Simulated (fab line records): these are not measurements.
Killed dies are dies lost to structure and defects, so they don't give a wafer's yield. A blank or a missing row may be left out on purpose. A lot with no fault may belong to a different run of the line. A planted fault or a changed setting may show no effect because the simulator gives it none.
Split-lot study -- flow n5_finfet -- route with 1938 steps; 7 lots, 21 wafers read

## THE SPLIT ITSELF
At N5_BEOL_M2_TRENCH_ETCH_37 (etches SiOC in C4F6/O2, target depth 55.555 nm, time 29.2 s), the setting bias_w was moved away from the recipe's 185 W on 8 of the 21 wafers read, by -13.4% to +8.9%. For the rest of the wafers, this setting stayed at what the recipe calls for.

The split's own step is where the reading is taken.

## THE READING
rf_vpp_V, in V, at N5_BEOL_M2_TRENCH_ETCH_37 (etches SiOC in C4F6/O2, target depth 55.555 nm, time 29.2 s). A value of 663 V with a standard deviation of 7.2 V is what fault-free wafers of this fab line usually give.

wafer,"tool, chamber at the split","bias_w as run, W",against the recipe,"rf_vpp_V, V",against lot-mates on the recipe
L074.1,"rie_diel-03, 3",160.3,-13.4%,591,-78
L074.2,"rie_diel-03, 0",185,recipe,669,-
L074.6,"rie_diel-03, 1",160.3,-13.4%,589,-80
L076.1,"rie_diel-01, 1",185,recipe,658,-
L076.3,"rie_diel-01, 0",185,recipe,652,-
L076.6,"rie_diel-01, 0",185,recipe,651,-
L078.3,"rie_diel-03, 3",185,recipe,664,-
L078.4,"rie_diel-03, 1",185,recipe,658,-
L078.6,"rie_diel-03, 3",185,recipe,663,-
L081.1,"rie_diel-04, 2",201.5,+8.9%,712,+44
L081.2,"rie_diel-04, 1",185,recipe,668,-
L081.6,"rie_diel-04, 0",201.5,+8.9%,716,+48
L080.1,"rie_diel-01, 2",185,recipe,656,-
L080.3,"rie_diel-01, 0",185,recipe,653,-
L080.5,"rie_diel-01, 1",185,recipe,658,-
L088.2,"rie_diel-01, 2",185,recipe,655,-
L088.3,"rie_diel-01, 1",160.6,-13.2%,588,-67
L088.5,"rie_diel-01, 2",160.6,-13.2%,587,-68
L097.2,"rie_diel-01, 1",196.2,+6.1%,689,+34
L097.3,"rie_diel-01, 2",185,recipe,655,-
L097.5,"rie_diel-01, 0",196.2,+6.1%,684,+29

FIT RESULTS
A straight line over all 21 wafers: rf_vpp_V changes by +5.38 V for each +1% of bias_w; r = +0.99; the points scatter about the line by 5.6 V.
The same after taking each lot's own level away (the mean of its wafers on the recipe; 21 wafers): +5.42 V for each +1%; r = +1.00; scatter 3.3 V.
According to that fit, moving bias_w by its largest amount changes the reading by 72 V.
From 653.7 to 669.0 V: that is the span of the lots' own levels, equal to 2.1 times the standard deviation above.
So the lot-to-lot level changes the slope little: the two slopes agree.
Check: -71.6 V against its lot-mates is what the line predicts for one of the wafers moved furthest among these (-13.4%) when that wafer is left out of the fit. It came out at -78 V against them.
Tool readings at the split's step, against how far the setting was moved: rf_vpp_V r = +0.99.

## THESE WAFERS: OTHER SPLITS
These wafers also went through other splits before the reading. Each is held against what the fit with the lots' levels taken away leaves over:
other split on the same wafers,wafers away from the commonest value,r with rf_vpp_V (lot level and that fit taken away)
N5_BEOL_M0_SAQP_PECVD_96 time_s,5,-0.02
N5_BEOL_M0_SAQP_PECVD_04 time_s,4,-0.04
N5_BEOL_M0_SAQP_ETCH_106 target_depth_a,5,-0.12
N5_BEOL_M2_ETCH_69 bias_w,10,-0.05

## FILE'S OWN FIT
rf_vpp_V changes by +5.42 V for each +1% of bias_w, r = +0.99.
